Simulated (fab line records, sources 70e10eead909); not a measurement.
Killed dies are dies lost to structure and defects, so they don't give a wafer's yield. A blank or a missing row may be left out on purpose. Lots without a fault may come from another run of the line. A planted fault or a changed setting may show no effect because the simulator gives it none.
Chamber matching | flow nand_harc | NHARC_A_SGD_CUT_ETCHBACK_24 on rie_diel-01: 4 sister chambers
The step etches the open film in CH3F/O2, target depth 50 nm, time 92.857 s. 4 wafers are shown with their chamber, then 9 later ones without.

WAFERS WITH THEIR CHAMBER
wafer  | chamber | drypump_motor_current_A (A)
L084.5 | 3       | 5.7
L087.1 | 1       | 6.4
L087.2 | 2       | 6.0
L087.6 | 0       | 6.0

WAFERS WITHOUT THEIR CHAMBER
wafer  | drypump_motor_current_A (A)
L089.2 | 5.7
L089.4 | 6.4
L089.5 | 5.7
L092.1 | 6.4
L092.2 | 5.8
L092.6 | 6.0
L086.1 | 6.4
L086.3 | 6.0
L086.5 | 6.0

WHICH CHAMBER EACH WENT THROUGH
wafer  | from the rows above     | in truth
L089.2 | 3                       | 3
L089.4 | 1                       | 1
L089.5 | 3                       | 3
L092.1 | 1                       | 1
L092.2 | 3                       | 3
L092.6 | can't be placed: 0 or 2 | 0
L086.1 | 1                       | 1
L086.3 | can't be placed: 0 or 2 | 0
L086.5 | can't be placed: 0 or 2 | 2
Placed correctly: 6 of 9. Can't be placed from these rows: 3 (the true chamber is among the candidates in 3). Placed wrongly: 0.
How it was worked out, from the rows above alone: a wafer's distance from a chamber is the root of the sum, over the readings, of the square of ((its reading less the chamber's mean) divided by the reading's scatter). The wafer belongs to the nearest chamber; if the next one is less than 2 further off, it can't be placed. A chamber's mean is the mean of its shown wafers. The scatter: with one shown wafer a chamber, the root of the mean of the squares of how far each hidden wafer lies from its nearest shown one.
